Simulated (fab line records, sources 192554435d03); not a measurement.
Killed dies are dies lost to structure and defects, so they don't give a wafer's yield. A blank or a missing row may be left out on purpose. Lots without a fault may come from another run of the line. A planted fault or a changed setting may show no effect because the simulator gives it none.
fab line records | flow n5_finfet
record lots=5 wafers=15 last_day=18
route steps=1938 shown BEOL_M3@987
lots that met no fault: from a run of the same line without faults
start_h: hours from the record's first day to the start of the lot's first wafer shown | wait_h: hours since the lot's step before | " the same as in the row above | L1.1+2: a row that stands for several wafers | - no value, or no start given | * or withheld: withheld | < > ~ a bound
route shown NAME@n: a module of which the file shows steps, and the number in the route of the first | usual: mean/standard deviation of fault-free wafers | same: alike in all rows | chamber/n: place in a boat | sites: the reading at each site | _std_site: their standard deviation | _edge_site: outer sites' mean less inner sites' | radius_mm: how far each site lies from the wafer's centre | mask NAME#n: copy n | behind: the tool/chamber that last shaped the wafer | hold: why the lot was held/for how many hours/how that ended | device: the transistor (n, p or np) that didn't switch | end of line: the same wafers' tests at the end of the route | a step without rows: its recipe alone | killed: dies lost to structure and defects at the first sort, not the wafer's yield | map: a wafer's dies, x killed, . not, _ none there
set.NAME: the setting as run; set.NAME@STEP: as run at that earlier step | model.NAME: the simulator's own value behind a step, which no gauge read
lots at some steps of the route; a table a step, a row a wafer
services: from which hour (start_h, from the record's first day; less than 0 if before it) a tool's chamber was out of use, for how many hours, and why
## steps
# step N5_BEOL_M3_SRD_43
# recipe time_s=30 temp_c=23 rinse_liquid=diw dry=ipa_marangoni
# columns lot.wafer tool chamber start_h wait_h
L078.2+4+6 wet_bench-01 2,3,4 172.81 0.0
L084.3+5+6 wet_bench-04 1,5,7 203.28 0.0
L092.1+3+5 wet_bench-01 7,4,5 280.44 0.0
L091.4+5+6 wet_bench-01 4,0,3 283.62 0.0
L086.1+2+6 wet_bench-01 7,1,6 298.73 0.0
# step N5_BEOL_M3_CD_MEAS_35
# recipe target_cd_nm=18 target_cd_y_nm=21 polarity=opening
# usual cd_nm=18.1/0.35
# columns lot.wafer tool chamber start_h wait_h cd_nm
L078.2 cd_sem-03 - 172.86 0.0 18.3
L078.4 " - " " 18.2
L078.6 " - " " 18.5
L084.3 cd_sem-03 - 203.32 0.0 18.4
L084.5 " - " " 18.3
L084.6 " - " " 18.6
L092.1 cd_sem-02 - 280.48 0.0 18.2
L092.3 " - " " 17.7
L092.5 " - " " 18.2
L091.4 cd_sem-01 - 283.67 0.0 17.7
L091.5 " - " " 17.9
L091.6 " - " " 17.7
L086.1 cd_sem-02 - 298.77 0.0 18.1
L086.2 " - " " 18.1
L086.6 " - " " 17.7
# step N5_BEOL_M3_DEGAS_44
# recipe ambient=vacuum temp_c=250 time_s=60
# usual heater_power_w=338/19 susceptor_temp_C=250.01/0.17
# columns lot.wafer tool chamber start_h wait_h heater_power_w susceptor_temp_C
L078.2 pvd_sputter-03 - 172.96 0.1 325 250.18
L078.4 " - " " 355 249.73
L078.6 " - " " 357 249.85
L084.3 pvd_sputter-02 - 203.36 0.0 310 249.91
L084.5 " - " " 316 249.99
L084.6 " - " " 359 250.30
L092.1 pvd_sputter-02 - 280.73 0.2 340 249.97
L092.3 " - " " 321 250.00
L092.5 " - " " 355 250.15
L091.4 pvd_sputter-03 - 284.11 0.4 356 249.82
L091.5 " - " " 361 249.72
L091.6 " - " " 362 249.79
L086.1 pvd_sputter-03 - 298.99 0.2 366 250.10
L086.2 " - " " 357 250.10
L086.6 " - " " 354 250.28
# step N5_BEOL_M3_PRE_CLEAN_45
# recipe gas=H2/He time_s=30 temp_c=250
# usual heater_power_w=338/19 susceptor_temp_C=249.99/0.18
# columns lot.wafer tool chamber start_h wait_h heater_power_w susceptor_temp_C
L078.2 pvd_sputter-03 - 173.00 0.0 319 250.25
L078.4 " - " " 352 250.19
L078.6 " - " " 357 250.18
L084.3 pvd_sputter-02 - 203.40 0.0 317 249.88
L084.5 " - " " 308 250.10
L084.6 " - " " 349 249.92
L092.1 pvd_sputter-02 - 280.77 0.0 345 249.72
L092.3 " - " " 331 250.01
L092.5 " - " " 345 249.58
L091.4 pvd_sputter-03 - 284.15 0.0 368 249.90
L091.5 " - " " 353 249.80
L091.6 " - " " 358 249.87
L086.1 pvd_sputter-03 - 299.03 0.0 365 250.05
L086.2 " - " " 362 250.65
L086.6 " - " " 360 250.23
# step N5_BEOL_M3_ALD_84
# recipe material=TaN target_thk_a=* temp_c=275 ald_precursor_family=PDMAT ald_co_reactant=NH3 pressure_torr=3 carrier_flow_sccm=1500 pulse_time_s=2 purge_time_s=3 co_reactant_purge_time_s=2 co_reactant_pulse_time_s=3 ald_cycles=30 precursor_vessel_temp_c=75 precursor_vessel_pressure_torr=26.25 precursor_vessel_carrier_sccm=1000
# usual heater_power_w=405/46 precursor_vessel_carrier_sccm=999/3.2 susceptor_temp_C=274.99/0.2
# columns lot.wafer tool chamber start_h wait_h heater_power_w precursor_vessel_carrier_sccm susceptor_temp_C
L078.2 ald_metal-03 3 173.06 0.0 407 996 274.99
L078.4 " 0 " " 364 994 275.02
L078.6 " 0 " " 369 999 274.89
L084.3 ald_metal-01 0 203.46 0.0 360 1006 274.99
L084.5 " 1 " " 393 1000 275.09
L084.6 " 2 " " 403 998 275.06
L092.1 ald_metal-01 3 280.85 0.1 475 1002 275.02
L092.3 " 2 " " 411 999 274.95
L092.5 " 0 " " 367 998 274.85
L091.4 ald_metal-03 2 284.21 0.0 456 991 275.20
L091.5 " 0 " " 362 993 274.98
L091.6 " 3 " " 397 996 274.95
L086.1 ald_metal-03 1 299.19 0.1 464 996 275.12
L086.2 " 0 " " 368 998 274.97
L086.6 " 1 " " 473 1001 275.15
# step N5_BEOL_M3_SURFACE_TREAT_85
# recipe gas=Ar time_s=* ion_energy_ev=* ion_current_ma_cm2=0.5 pressure_mtorr=* ar_flow_sccm=30
# usual throttle_valve_pct=*
# columns lot.wafer tool chamber start_h wait_h throttle_valve_pct
L078.2 pvd_sputter-02 - 173.29 0.1 *
L078.4 " - " " *
L078.6 " - " " *
L084.3 pvd_sputter-03 - 203.69 0.1 *
L084.5 " - " " *
L084.6 " - " " *
L092.1 pvd_sputter-02 - 281.19 0.2 *
L092.3 " - " " *
L092.5 " - " " *
L091.4 pvd_sputter-03 - 284.44 0.1 *
L091.5 " - " " *
L091.6 " - " " *
L086.1 pvd_sputter-03 - 299.41 0.1 *
L086.2 " - " " *
L086.6 " - " " *
# step N5_BEOL_M3_CVD_47
# recipe material=Co target_thk_a=30 temp_c=withheld precursor=CCTBA/H2 pressure_torr=30 time_s=223.8
# columns lot.wafer tool chamber start_h wait_h
L078.2+4+6 cvd_co-02 2,0,2 173.36 0.1
L084.3+5+6 cvd_co-02 2,1,2 203.75 0.0
L092.1+3+5 cvd_co-02 1,0,0 281.27 0.1
L091.4+5+6 cvd_co-02 1,0,2 284.56 0.1
L086.1+2+6 cvd_co-02 1,0,2 299.47 0.0
# step N5_BEOL_M3_SPUTTER_48
# recipe material=Cu target_thk_a=45 temp_c=-20 chamber_pressure_pa=0.07 power_w=withheld time_s=8.29
# usual susceptor_temp_C=-20.00/0.11 throttle_valve_pct=29.8/1.1
# columns lot.wafer tool chamber start_h wait_h susceptor_temp_C throttle_valve_pct
L078.2 pvd_sputter-02 - 173.58 0.1 -19.98 28.2
L078.4 " - " " -20.01 29.1
L078.6 " - " " -19.92 29.2
L084.3 pvd_sputter-01 - 203.91 0.1 -20.12 30.2
L084.5 " - " " -20.00 30.4
L084.6 " - " " -19.84 30.1
L092.1 pvd_sputter-02 - 281.43 0.1 -20.17 30.5
L092.3 " - " " -20.06 29.1
L092.5 " - " " -19.96 30.3
L091.4 pvd_sputter-01 - 284.65 0.0 -20.17 30.3
L091.5 " - " " -19.77 31.4
L091.6 " - " " -19.85 30.1
L086.1 pvd_sputter-01 - 299.72 0.2 -19.97 30.3
L086.2 " - " " -20.09 31.5
L086.6 " - " " -20.05 31.5
# step N5_BEOL_M3_ANNEAL_49
# recipe temp_c=400 time_s=240 ambient=vacuum
# usual heater_power_w=829/45 susceptor_temp_C=399.99/0.23 susceptor_temp_C_max=401.0/0.48
# columns lot.wafer tool chamber start_h wait_h heater_power_w susceptor_temp_C susceptor_temp_C_max
L078.2 pvd_sputter-02 - 173.66 0.0 827 400.27 402.0
L078.4 " - " " 774 400.36 401.0
L078.6 " - " " 859 400.00 400.6
L084.3 pvd_sputter-01 - 203.99 0.0 849 399.64 400.7
L084.5 " - " " 813 399.49 400.1
L084.6 " - " " 812 399.64 401.1
L092.1 pvd_sputter-02 - 281.51 0.0 771 399.80 400.5
L092.3 " - " " 881 399.98 400.5
L092.5 " - " " 784 400.02 400.7
L091.4 pvd_sputter-01 - 284.73 0.0 791 400.12 401.2
L091.5 " - " " 730 399.62 400.5
L091.6 " - " " 801 400.04 401.3
L086.1 pvd_sputter-01 - 299.80 0.0 827 399.82 400.4
L086.2 " - " " 761 400.15 401.3
L086.6 " - " " 737 400.17 401.2
# step N5_BEOL_M3_SPUTTER_79
# recipe material=Cu target_thk_a=45 temp_c=-20 chamber_pressure_pa=0.07 power_w=withheld time_s=8.29
# usual susceptor_temp_C=-19.99/0.1 throttle_valve_pct=29.8/1
# columns lot.wafer tool chamber start_h wait_h susceptor_temp_C throttle_valve_pct
L078.2 pvd_sputter-02 - 173.80 0.1 -19.88 28.5
L078.4 " - " " -20.08 29.1
L078.6 " - " " -20.13 29.2
L084.3 pvd_sputter-01 - 204.13 0.1 -19.91 30.0
L084.5 " - " " -19.83 30.2
L084.6 " - " " -19.97 30.1
L092.1 pvd_sputter-02 - 281.65 0.1 -19.81 30.4
L092.3 " - " " -19.97 29.3
L092.5 " - " " -19.96 30.4
L091.4 pvd_sputter-01 - 284.87 0.1 -20.10 30.1
L091.5 " - " " -19.99 31.2
L091.6 " - " " -20.10 30.0
L086.1 pvd_sputter-01 - 299.94 0.1 -19.92 30.2
L086.2 " - " " -19.94 31.5
L086.6 " - " " -19.99 31.1
# step N5_BEOL_M3_ANNEAL_80
# recipe temp_c=400 time_s=240 ambient=vacuum
# usual heater_power_w=830/47 susceptor_temp_C=399.99/0.23 susceptor_temp_C_max=401.0/0.46
# columns lot.wafer tool chamber start_h wait_h heater_power_w susceptor_temp_C susceptor_temp_C_max
L078.2 pvd_sputter-02 - 173.88 0.0 824 400.03 402.1
L078.4 " - " " 789 399.83 400.4
L078.6 " - " " 873 399.68 400.4
L084.3 pvd_sputter-01 - 204.21 0.0 868 400.39 401.6
L084.5 " - " " 818 399.98 400.8
L084.6 " - " " 785 399.69 400.8
L092.1 pvd_sputter-02 - 281.73 0.0 770 400.09 400.9
L092.3 " - " " 867 399.67 400.2
L092.5 " - " " 788 399.91 400.8
L091.4 pvd_sputter-01 - 284.95 0.0 819 400.12 401.3
L091.5 " - " " 765 399.77 401.0
L091.6 " - " " 789 400.16 401.1
L086.1 pvd_sputter-01 - 300.02 0.0 822 400.10 400.7
L086.2 " - " " 746 399.80 401.0
L086.6 " - " " 755 400.08 401.0
# step N5_BEOL_M3_SPUTTER_81
# recipe material=Cu target_thk_a=45 temp_c=-20 chamber_pressure_pa=0.07 power_w=withheld time_s=8.29
# usual susceptor_temp_C=-20.00/0.11 throttle_valve_pct=29.8/1
# columns lot.wafer tool chamber start_h wait_h susceptor_temp_C throttle_valve_pct
L078.2 pvd_sputter-02 - 174.02 0.1 -20.00 28.2
L078.4 " - " " -20.08 28.8
L078.6 " - " " -19.95 29.5
L084.3 pvd_sputter-01 - 204.35 0.1 -20.03 30.2
L084.5 " - " " -19.96 30.4
L084.6 " - " " -19.97 30.2
L092.1 pvd_sputter-02 - 281.87 0.1 -20.02 30.6
L092.3 " - " " -19.98 29.2
L092.5 " - " " -19.83 30.8
L091.4 pvd_sputter-01 - 285.09 0.1 -19.97 30.3
L091.5 " - " " -19.99 31.4
L091.6 " - " " -20.17 30.2
L086.1 pvd_sputter-01 - 300.16 0.1 -19.94 30.1
L086.2 " - " " -19.99 31.0
L086.6 " - " " -20.12 31.3
# step N5_BEOL_M3_ANNEAL_82
# recipe temp_c=400 time_s=240 ambient=vacuum
# usual heater_power_w=830/45 susceptor_temp_C=400.00/0.23 susceptor_temp_C_max=401.1/0.48
# columns lot.wafer tool chamber start_h wait_h heater_power_w susceptor_temp_C susceptor_temp_C_max
L078.2 pvd_sputter-02 - 174.10 0.0 824 400.28 401.7
L078.4 " - " " 788 399.78 400.5
L078.6 " - " " 870 400.18 400.8
L084.3 pvd_sputter-01 - 204.43 0.0 862 400.27 401.2
L084.5 " - " " 839 400.14 401.1
L084.6 " - " " 811 399.73 400.9
L092.1 pvd_sputter-02 - 281.95 0.0 799 399.80 400.6
L092.3 " - " " 868 399.91 400.6
L092.5 " - " " 775 400.14 401.2
L091.4 pvd_sputter-01 - 285.17 0.0 817 399.72 400.9
L091.5 " - " " 762 400.52 401.8
L091.6 " - " " 797 399.98 401.9
L086.1 pvd_sputter-01 - 300.24 0.0 830 399.86 400.6
L086.2 " - " " 737 400.11 401.3
L086.6 " - " " 757 400.11 401.5
# step N5_BEOL_M3_SPUTTER_86
# recipe material=Cu target_thk_a=45 temp_c=-20 chamber_pressure_pa=0.07 power_w=withheld time_s=8.29
# usual susceptor_temp_C=-20.00/0.1 throttle_valve_pct=29.8/1
# columns lot.wafer tool chamber start_h wait_h susceptor_temp_C throttle_valve_pct
L078.2 pvd_sputter-02 - 174.24 0.1 -19.93 28.4
L078.4 " - " " -19.90 29.0
L078.6 " - " " -20.15 29.1
L084.3 pvd_sputter-01 - 204.57 0.1 -19.91 29.8
L084.5 " - " " -19.91 30.4
L084.6 " - " " -19.87 30.2
L092.1 pvd_sputter-02 - 282.09 0.1 -19.88 30.4
L092.3 " - " " -19.91 29.2
L092.5 " - " " -20.07 30.5
L091.4 pvd_sputter-01 - 285.31 0.1 -19.89 30.2
L091.5 " - " " -19.98 31.3
L091.6 " - " " -19.98 30.0
L086.1 pvd_sputter-01 - 300.38 0.1 -20.03 30.1
L086.2 " - " " -19.86 31.6
L086.6 " - " " -19.82 31.2
# step N5_BEOL_M3_ANNEAL_87
# recipe temp_c=400 time_s=240 ambient=vacuum
# usual heater_power_w=829/45 susceptor_temp_C=399.99/0.22 susceptor_temp_C_max=401.0/0.43
# columns lot.wafer tool chamber start_h wait_h heater_power_w susceptor_temp_C susceptor_temp_C_max
L078.2 pvd_sputter-02 - 174.32 0.0 811 399.66 401.7
L078.4 " - " " 809 400.48 401.2
L078.6 " - " " 866 400.02 400.5
L084.3 pvd_sputter-01 - 204.65 0.0 878 399.70 400.5
L084.5 " - " " 812 399.90 400.6
L084.6 " - " " 806 400.06 401.1
L092.1 pvd_sputter-02 - 282.17 0.0 794 400.18 400.9
L092.3 " - " " 854 399.84 400.5
L092.5 " - " " 776 400.36 401.2
L091.4 pvd_sputter-01 - 285.39 0.0 804 399.68 400.9
L091.5 " - " " 743 399.84 400.9
L091.6 " - " " 796 400.10 401.0
L086.1 pvd_sputter-01 - 300.46 0.0 812 400.16 400.8
L086.2 " - " " 765 400.24 401.5
L086.6 " - " " 769 399.99 401.0
# step N5_BEOL_M3_SPUTTER_88
# recipe material=Cu target_thk_a=45 temp_c=-20 chamber_pressure_pa=0.07 power_w=withheld time_s=8.29
# usual susceptor_temp_C=-20.01/0.1 throttle_valve_pct=29.8/1
# columns lot.wafer tool chamber start_h wait_h susceptor_temp_C throttle_valve_pct
L078.2 pvd_sputter-02 - 174.46 0.1 -20.17 28.3
L078.4 " - " " -20.03 28.8
L078.6 " - " " -20.08 29.1
L084.3 pvd_sputter-01 - 204.79 0.1 -19.93 30.1
L084.5 " - " " -20.06 30.3
L084.6 " - " " -20.11 30.0
L092.1 pvd_sputter-02 - 282.31 0.1 -19.75 30.7
L092.3 " - " " -19.89 29.3
L092.5 " - " " -19.84 30.7
L091.4 pvd_sputter-01 - 285.53 0.1 -19.95 30.1
L091.5 " - " " -19.99 31.3
L091.6 " - " " -19.89 30.3
L086.1 pvd_sputter-01 - 300.60 0.1 -20.09 30.3
L086.2 " - " " -20.11 31.4
L086.6 " - " " -19.87 31.5
# step N5_BEOL_M3_ANNEAL_89
# recipe temp_c=400 time_s=240 ambient=vacuum
# usual heater_power_w=829/44 susceptor_temp_C=400.01/0.23 susceptor_temp_C_max=401.1/0.48
# columns lot.wafer tool chamber start_h wait_h heater_power_w susceptor_temp_C susceptor_temp_C_max
L078.2 pvd_sputter-02 - 174.54 0.0 806 400.03 401.4
L078.4 " - " " 790 400.08 400.9
L078.6 " - " " 855 400.05 400.8
L084.3 pvd_sputter-01 - 204.87 0.0 862 400.07 401.2
L084.5 " - " " 824 399.83 400.7
L084.6 " - " " 797 399.93 401.1
L092.1 pvd_sputter-02 - 282.39 0.0 769 399.91 400.8
L092.3 " - " " 884 400.14 400.7
L092.5 " - " " 795 399.77 400.6
L091.4 pvd_sputter-01 - 285.61 0.0 795 400.10 401.6
L091.5 " - " " 742 400.41 401.4
L091.6 " - " " 827 400.30 401.6
L086.1 pvd_sputter-01 - 300.68 0.0 810 400.04 401.3
L086.2 " - " " 751 399.94 400.9
L086.6 " - " " 765 399.80 401.1
# step N5_BEOL_M3_SPUTTER_90
# recipe material=Cu target_thk_a=45 temp_c=-20 chamber_pressure_pa=0.07 power_w=withheld time_s=8.29
# usual susceptor_temp_C=-20.01/0.11 throttle_valve_pct=29.8/1
# columns lot.wafer tool chamber start_h wait_h susceptor_temp_C throttle_valve_pct
L078.2 pvd_sputter-02 - 174.68 0.1 -20.01 28.3
L078.4 " - " " -19.74 29.3
L078.6 " - " " -20.13 29.0
L084.3 pvd_sputter-01 - 205.01 0.1 -20.07 30.3
L084.5 " - " " -20.01 30.3
L084.6 " - " " -20.02 30.3
L092.1 pvd_sputter-02 - 282.53 0.1 -19.95 30.4
L092.3 " - " " -19.78 29.2
L092.5 " - " " -20.14 30.6
L091.4 pvd_sputter-01 - 285.75 0.1 -20.16 30.3
L091.5 " - " " -19.92 31.4
L091.6 " - " " -19.91 30.0
L086.1 pvd_sputter-01 - 300.82 0.1 -20.08 30.2
L086.2 " - " " -20.22 31.6
L086.6 " - " " -20.10 31.4
# step N5_BEOL_M3_ANNEAL_91
# recipe temp_c=400 time_s=240 ambient=vacuum
# usual heater_power_w=829/45 susceptor_temp_C=399.98/0.24 susceptor_temp_C_max=401.0/0.44
# columns lot.wafer tool chamber start_h wait_h heater_power_w susceptor_temp_C susceptor_temp_C_max
L078.2 pvd_sputter-02 - 174.76 0.0 828 400.41 402.0
L078.4 " - " " 801 399.79 400.5
L078.6 " - " " 841 399.79 400.3
L084.3 pvd_sputter-01 - 205.09 0.0 863 399.77 400.7
L084.5 " - " " 824 399.91 400.7
L084.6 " - " " 768 400.19 401.1
L092.1 pvd_sputter-02 - 282.61 0.0 794 399.76 400.6
L092.3 " - " " 862 400.02 400.9
L092.5 " - " " 767 400.22 400.9
L091.4 pvd_sputter-01 - 285.83 0.0 805 399.95 401.0
L091.5 " - " " 754 399.97 401.0
L091.6 " - " " 798 399.75 401.0
L086.1 pvd_sputter-01 - 300.90 0.0 832 399.89 400.5
L086.2 " - " " 755 399.82 400.9
L086.6 " - " " 766 400.33 401.3
# step N5_BEOL_M3_SPUTTER_92
# recipe material=Cu target_thk_a=45 temp_c=-20 chamber_pressure_pa=0.07 power_w=withheld time_s=8.29
# usual susceptor_temp_C=-19.99/0.096 throttle_valve_pct=29.8/1
# columns lot.wafer tool chamber start_h wait_h susceptor_temp_C throttle_valve_pct
L078.2 pvd_sputter-02 - 174.90 0.1 -20.07 28.2
L078.4 " - " " -20.01 29.0
L078.6 " - " " -20.04 29.2
L084.3 pvd_sputter-01 - 205.23 0.1 -19.99 30.2
L084.5 " - " " -19.98 30.4
L084.6 " - " " -20.03 30.1
L092.1 pvd_sputter-02 - 282.75 0.1 -19.85 30.4
L092.3 " - " " -19.91 29.2
L092.5 " - " " -20.09 30.6
L091.4 pvd_sputter-01 - 285.97 0.1 -20.10 30.1
L091.5 " - " " -20.01 31.4
L091.6 " - " " -19.99 30.1
L086.1 pvd_sputter-01 - 301.04 0.1 -20.01 30.5
L086.2 " - " " -19.95 31.5
L086.6 " - " " -19.95 31.6
# step N5_BEOL_M3_ANNEAL_93
# recipe temp_c=400 time_s=240 ambient=vacuum
# usual heater_power_w=831/44 susceptor_temp_C=400.01/0.19 susceptor_temp_C_max=401.0/0.47
# columns lot.wafer tool chamber start_h wait_h heater_power_w susceptor_temp_C susceptor_temp_C_max
L078.2 pvd_sputter-02 - 174.98 0.0 822 400.08 401.9
L078.4 " - " " 802 399.78 400.5
L078.6 " - " " 881 400.24 400.8
L084.3 pvd_sputter-01 - 205.31 0.0 852 400.27 401.6
L084.5 " - " " 834 399.67 400.3
L084.6 " - " " 797 399.90 401.0
L092.1 pvd_sputter-02 - 282.83 0.0 778 400.01 400.8
L092.3 " - " " 884 400.35 400.8
L092.5 " - " " 780 399.87 400.6
L091.4 pvd_sputter-01 - 286.05 0.0 830 400.27 401.5
L091.5 " - " " 764 400.06 400.9
L091.6 " - " " 804 400.03 401.3
L086.1 pvd_sputter-01 - 301.12 0.0 849 400.27 401.0
L086.2 " - " " 759 400.39 401.5
L086.6 " - " " 740 400.03 401.5
# step N5_BEOL_M3_SPUTTER_94
# recipe material=Cu target_thk_a=45 temp_c=-20 chamber_pressure_pa=0.07 power_w=withheld time_s=8.29
# usual susceptor_temp_C=-20.02/0.1 throttle_valve_pct=29.8/1.1
# columns lot.wafer tool chamber start_h wait_h susceptor_temp_C throttle_valve_pct
L078.2 pvd_sputter-02 - 175.12 0.1 -20.19 28.1
L078.4 " - " " -19.98 29.0
L078.6 " - " " -20.05 29.2
L084.3 pvd_sputter-01 - 205.45 0.1 -20.01 30.1
L084.5 " - " " -19.92 30.4
L084.6 " - " " -19.92 30.0
L092.1 pvd_sputter-02 - 282.97 0.1 -20.03 30.6
L092.3 " - " " -20.07 29.6
L092.5 " - " " -20.01 30.5
L091.4 pvd_sputter-01 - 286.19 0.1 -20.15 30.3
L091.5 " - " " -20.09 31.4
L091.6 " - " " -19.99 30.2
L086.1 pvd_sputter-01 - 301.26 0.1 -19.85 30.0
L086.2 " - " " -19.92 31.2
L086.6 " - " " -19.79 31.7
# step N5_BEOL_M3_ANNEAL_95
# recipe temp_c=400 time_s=240 ambient=vacuum
# usual heater_power_w=830/46 susceptor_temp_C=400.00/0.23 susceptor_temp_C_max=401.0/0.46
# columns lot.wafer tool chamber start_h wait_h heater_power_w susceptor_temp_C susceptor_temp_C_max
L078.2 pvd_sputter-02 - 175.20 0.0 836 400.04 401.6
L078.4 " - " " 774 399.84 400.6
L078.6 " - " " 824 399.87 400.4
L084.3 pvd_sputter-01 - 205.53 0.0 859 400.38 401.7
L084.5 " - " " 832 400.38 401.1
L084.6 " - " " 800 399.85 400.9
L092.1 pvd_sputter-02 - 283.05 0.0 775 400.05 400.9
L092.3 " - " " 867 400.16 400.7
L092.5 " - " " 765 399.81 400.6
L091.4 pvd_sputter-01 - 286.27 0.0 807 400.10 401.3
L091.5 " - " " 759 399.60 400.9
L091.6 " - " " 792 400.01 401.0
L086.1 pvd_sputter-01 - 301.34 0.0 811 399.58 400.3
L086.2 " - " " 730 400.00 401.5
L086.6 " - " " 744 399.66 400.9
# step N5_BEOL_M3_SPUTTER_96
# recipe material=Cu target_thk_a=45 temp_c=-20 chamber_pressure_pa=0.07 power_w=withheld time_s=8.29
# usual susceptor_temp_C=-19.99/0.086 throttle_valve_pct=29.8/1
# columns lot.wafer tool chamber start_h wait_h susceptor_temp_C throttle_valve_pct
L078.2 pvd_sputter-02 - 175.34 0.1 -20.00 28.4
L078.4 " - " " -20.02 29.2
L078.6 " - " " -19.99 29.4
L084.3 pvd_sputter-01 - 205.67 0.1 -20.00 30.0
L084.5 " - " " -19.91 30.5
L084.6 " - " " -19.97 30.0
L092.1 pvd_sputter-02 - 283.19 0.1 -19.95 30.6
L092.3 " - " " -20.01 29.4
L092.5 " - " " -19.87 30.6
L091.4 pvd_sputter-01 - 286.41 0.1 -20.01 30.2
L091.5 " - " " -19.95 31.3
L091.6 " - " " -20.01 29.9
L086.1 pvd_sputter-01 - 301.48 0.1 -19.95 30.3
L086.2 " - " " -19.95 31.2
L086.6 " - " " -19.98 31.3
# step N5_BEOL_M3_ECD_50
# recipe material=Cu target_thk_a=3000
# columns lot.wafer tool chamber start_h wait_h
L078.2+4+6 ecd_cu-01 1,0,0 175.45 0.1
L084.3+5+6 ecd_cu-01 1,0,1 205.80 0.1
L092.1+3+5 ecd_cu-01 0,1,1 283.31 0.1
L091.4+5+6 ecd_cu-01 0,0,1 286.55 0.1
L086.1+2+6 ecd_cu-02 0,1,1 301.59 0.1
# step N5_BEOL_M3_ANNEAL_51
# recipe temp_c=225 time_s=90 ambient=N2
# usual anneal_temp_c=224.99/0.2 anneal_temp_c_max=226.09/0.25 wafer_temp_C_max=226.12/0.27
# columns lot.wafer tool chamber start_h wait_h anneal_temp_c anneal_temp_c_max wafer_temp_C_max
L078.2 rtp_anneal-01 0 175.58 0.1 224.75 226.16 225.94
L078.4 " 0 " " 224.81 225.75 226.00
L078.6 " 0 " " 225.09 225.86 225.97
L084.3 rtp_anneal-02 0 205.95 0.1 224.83 226.05 226.75
L084.5 " 0 " " 225.00 226.41 226.23
L084.6 " 0 " " 225.12 226.38 225.88
L092.1 rtp_anneal-01 0 283.39 0.1 225.33 226.53 225.50
L092.3 " 0 " " 225.28 226.36 225.63
L092.5 " 0 " " 224.97 226.45 225.84
L091.4 rtp_anneal-02 0 286.75 0.2 224.68 225.83 226.11
L091.5 " 0 " " 224.85 226.29 226.33
L091.6 " 0 " " 224.69 226.18 226.32
L086.1 rtp_anneal-01 0 301.67 0.1 224.84 225.78 225.91
L086.2 " 0 " " 224.87 226.01 226.83
L086.6 " 0 " " 224.94 226.23 226.02
# step N5_BEOL_M3_CMP_52
# recipe stop_on=SiOC t_overpolish_s=6.8 down_force_psi=1 platen_rpm=50 clearing_platen_down_force_psi=1.5 clearing_platen_rpm=50 post_cmp_clean=cu_alkaline target_thk_nm=40 clearing_platen_pad_velocity_m_s=0.99484 pad_velocity_m_s=0.99484
# usual barrier_field_endpoint_s=24.5/0.67 clearing_platen_down_force_psi=1.500/0.0031 motor_current_A=6.0/0.73 overpolish_run_s=6.800/0.0093 platen_rpm=50.00/0.031 slurry_flow_ml_min=150.0/0.45 time_to_endpoint_s=62.0/2.8
# same t_overpolish_s=6.8
# columns lot.wafer tool chamber start_h wait_h barrier_field_endpoint_s clearing_platen_down_force_psi motor_current_A overpolish_run_s platen_rpm slurry_flow_ml_min time_to_endpoint_s
L078.2 cmp-02 3 175.87 0.2 23.5 1.500 6.4 6.796 50.00 149.6 58.0
L078.4 " 0 " " 23.5 1.504 4.9 6.819 49.99 150.2 58.4
L078.6 " 3 " " 24.8 1.502 6.9 6.788 49.97 149.8 61.0
L084.3 cmp-01 1 206.20 0.2 23.5 1.496 7.0 6.802 49.98 149.2 58.7
L084.5 " 0 " " 24.9 1.500 5.9 6.798 50.02 149.1 63.2
L084.6 " 1 " " 24.6 1.496 6.8 6.814 50.02 149.5 58.1
L092.3 cmp-01 0 283.70 0.2 23.5 1.499 6.0 6.784 49.97 149.6 63.6
L092.1 " 1 " " 23.7 1.500 7.1 6.802 50.06 148.9 60.8
L092.5 " 0 " " 23.2 1.497 5.9 6.796 50.02 149.4 62.9
L091.4 cmp-01 1 286.95 0.2 24.7 1.494 6.9 6.785 49.94 150.4 63.6
L091.6 " 0 " " 25.5 1.496 6.2 6.817 50.01 149.9 65.5
L091.5 " 1 " " 25.0 1.494 7.0 6.778 50.00 150.4 62.6
L086.1 cmp-01 1 301.97 0.3 24.5 1.501 7.1 6.795 50.01 150.2 64.6
L086.2 " 3 " " 23.9 1.503 5.3 6.804 50.00 150.5 57.4
L086.6 " 2 " " 24.1 1.493 6.7 6.806 49.97 150.2 61.4
# step N5_BEOL_M3_THK_MEAS_53
# recipe thk_meas_gauge=xrf reads=Cu_of_BEOL_M3_ECD_50
# usual M3_THK=39.9/1.4
# columns lot.wafer tool chamber start_h wait_h M3_THK[nm]
L078.2 film_metro-02 - 176.12 - 37.4
L078.4 " - " " 39.1
L078.6 " - " " 39.5
L084.3 film_metro-01 - 206.46 - 38.7
L084.5 " - " " 40.4
L084.6 " - " " 39.9
L092.1 film_metro-02 - 283.99 - 37.8
L092.3 " - " " 39.1
L092.5 " - " " 40.8
L091.4 film_metro-01 - 287.20 - 40.8
L091.5 " - " " 38.3
L091.6 " - " " 41.5
L086.1 film_metro-02 - 302.26 - 40.2
L086.2 " - " " 39.3
L086.6 " - " " 40.1
## services
# columns tool chamber start_h hours kind
ecd_cu-01 - 153.04 0.4 repair
cmp-01 - 156.94 4.0 pm
cmp-01 - 160.94 - consumable_replace:conditioner
cmp-01 - 160.94 - consumable_replace:pad
ald_metal-03 - 161.14 1.1 repair
ecd_cu-01 - 173.76 0.8 repair
cvd_co-02 - 180.74 0.7 repair
cmp-01 - 180.89 3.8 repair
cmp-02 - 192.55 0.3 repair
ecd_cu-02 - 198.23 1.3 repair
cmp-01 - 224.40 0.8 repair
ecd_cu-02 - 229.66 4.0 pm
ald_metal-01 - 231.08 2.8 pm
cmp-01 - 231.27 3.5 pm
cmp-02 - 234.08 4.0 pm
wet_bench-01 - 239.83 0.6 repair
cmp-01 - 246.25 7.9 pm
pvd_sputter-01 - 273.00 6.9 repair
cmp-02 - 278.02 5.3 pm
ald_metal-03 3 287.03 5.3 repair
## key
fault none
